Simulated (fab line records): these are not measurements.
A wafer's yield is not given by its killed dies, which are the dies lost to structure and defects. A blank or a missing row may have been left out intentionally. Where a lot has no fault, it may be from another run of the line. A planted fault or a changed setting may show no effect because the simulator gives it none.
Matching of chambers / flow n5_finfet / N5_BEOL_M1_ALD_98 on ald_sin-02: 4 sister chambers
The step deposits SiO2, target thk 2.5 nm, pulse time 1 s, co reactant pulse time 1 s. 8 wafers are shown with their chamber, then 8 later ones without.

== WAFERS, EACH WITH ITS CHAMBER ==
wafer=L074.4; chamber=2; heater_power_w (W)=76; precursor_pulse_height_rel=0.981
wafer=L082.1; chamber=2; heater_power_w (W)=76; precursor_pulse_height_rel=0.977
wafer=L082.3; chamber=1; heater_power_w (W)=76; precursor_pulse_height_rel=0.999
wafer=L082.5; chamber=3; heater_power_w (W)=77; precursor_pulse_height_rel=1.016
wafer=L085.3; chamber=1; heater_power_w (W)=71; precursor_pulse_height_rel=0.973
wafer=L085.4; chamber=0; heater_power_w (W)=68; precursor_pulse_height_rel=0.989
wafer=L085.5; chamber=3; heater_power_w (W)=74; precursor_pulse_height_rel=0.997
wafer=L089.3; chamber=0; heater_power_w (W)=65; precursor_pulse_height_rel=0.990

== WAFERS WITH NO CHAMBER GIVEN ==
wafer=L089.4; heater_power_w (W)=73; precursor_pulse_height_rel=1.002
wafer=L089.6; heater_power_w (W)=73; precursor_pulse_height_rel=1.005
wafer=L092.2; heater_power_w (W)=66; precursor_pulse_height_rel=1.002
wafer=L092.4; heater_power_w (W)=71; precursor_pulse_height_rel=1.013
wafer=L092.5; heater_power_w (W)=67; precursor_pulse_height_rel=1.002
wafer=L093.2; heater_power_w (W)=72; precursor_pulse_height_rel=1.019
wafer=L093.3; heater_power_w (W)=72; precursor_pulse_height_rel=1.025
wafer=L093.4; heater_power_w (W)=74; precursor_pulse_height_rel=0.956

== WHICH CHAMBER EACH WENT THROUGH ==
wafer=L089.4; from the rows above=can't be placed: 3 or 1 or 2 or 0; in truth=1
wafer=L089.6; from the rows above=can't be placed: 3 or 1 or 2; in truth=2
wafer=L092.2; from the rows above=0; in truth=0
wafer=L092.4; from the rows above=can't be placed: 3 or 1 or 0 or 2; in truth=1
wafer=L092.5; from the rows above=0; in truth=0
wafer=L093.2; from the rows above=can't be placed: 3 or 1 or 0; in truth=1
wafer=L093.3; from the rows above=can't be placed: 3 or 1 or 0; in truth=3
wafer=L093.4; from the rows above=can't be placed: 2 or 1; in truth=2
Correct placement for 2 of the 8. These rows do not allow placing 6 (true chamber among the candidates in 6). Number placed wrongly: 0.
How it was worked out, from the rows above alone: a wafer's distance from a chamber is the root of the sum, over the readings, of the square of ((its reading less the chamber's mean) divided by the reading's scatter). The wafer belongs to the nearest chamber; if the next one is less than 2 further off, it can't be placed. Each chamber's mean is taken over the wafers shown for it. The scatter: take each reading less its chamber's mean, square it, sum over the shown wafers, divide by the number of wafers less the number of chambers, and take the root.
